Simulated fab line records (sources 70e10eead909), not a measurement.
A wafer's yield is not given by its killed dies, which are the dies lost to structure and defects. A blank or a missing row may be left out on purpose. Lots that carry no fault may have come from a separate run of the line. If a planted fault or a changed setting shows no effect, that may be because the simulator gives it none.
Chamber matching	flow nand_harc	4 sister chambers for NHARC_A_CONTACT_ETCH_110 on rie_diel-01
The step etches the open film in CF4/O2, target depth 60 nm, overetch 6 nm, time 33 s. 14 wafers are shown with their chamber, then 7 later ones without.

== WAFERS WITH THEIR CHAMBER ==
wafer	chamber	drypump_motor_current_A (A)	showerhead_plenum_p_Torr (Torr)	oes_product_au (a.u.)
L076.2	1	6.0	1.31	1.003
L076.4	2	5.4	1.24	1.001
L076.5	3	4.9	1.26	1.004
L079.2	2	5.4	1.45	0.995
L079.4	3	5.0	1.26	0.987
L079.6	1	6.0	1.30	1.011
L084.2	3	4.9	1.26	0.990
L084.3	2	5.4	1.44	0.966
L084.5	0	5.1	1.40	1.011
L088.2	1	6.0	1.30	0.998
L088.3	2	5.4	1.44	0.968
L088.5	2	5.4	1.44	0.979
L087.1	2	5.4	1.44	0.977
L087.2	3	4.9	1.26	0.986

SIGNATURES (means of the wafers above)
reading	chamber 0	chamber 1	chamber 2	chamber 3	scatter within a chamber
drypump_motor_current_A	5.100	6.000	5.400	4.925	0.0274
showerhead_plenum_p_Torr	1.4000	1.3033	1.4083	1.2600	0.0584
oes_product_au	1.01100	1.00400	0.98100	0.99175	0.0114
Rule: for each reading, subtract the chamber's mean from the wafer's reading, divide by that reading's scatter and square the result; add these up over the readings and take the root, which gives the wafer's distance from the chamber. If the next closest chamber is less than 2 further off than the closest, the wafer can't be placed; otherwise it belongs to the closest. The scatter: take each reading less its chamber's mean, square it, sum over the shown wafers, divide by the number of wafers less the number of chambers, and take the root.

== WAFERS MISSING THEIR CHAMBER ==
wafer	drypump_motor_current_A (A)	showerhead_plenum_p_Torr (Torr)	oes_product_au (a.u.)
L087.5	5.1	1.40	1.011
L092.1	4.9	1.25	0.975
L092.3	5.1	1.40	1.012
L092.6	5.4	1.44	0.988
L094.1	5.4	1.44	0.984
L094.4	4.9	1.25	0.987
L094.5	5.4	1.44	0.989

== EACH ONE'S CHAMBER ==
wafer	from the rows above	in truth
L087.5	0	0
L092.1	3	3
L092.3	0	0
L092.6	2	2
L094.1	2	2
L094.4	3	3
L094.5	2	2
Correctly placed: 7 of 7. Left unplaced by these rows: 0. Number placed wrongly: 0.
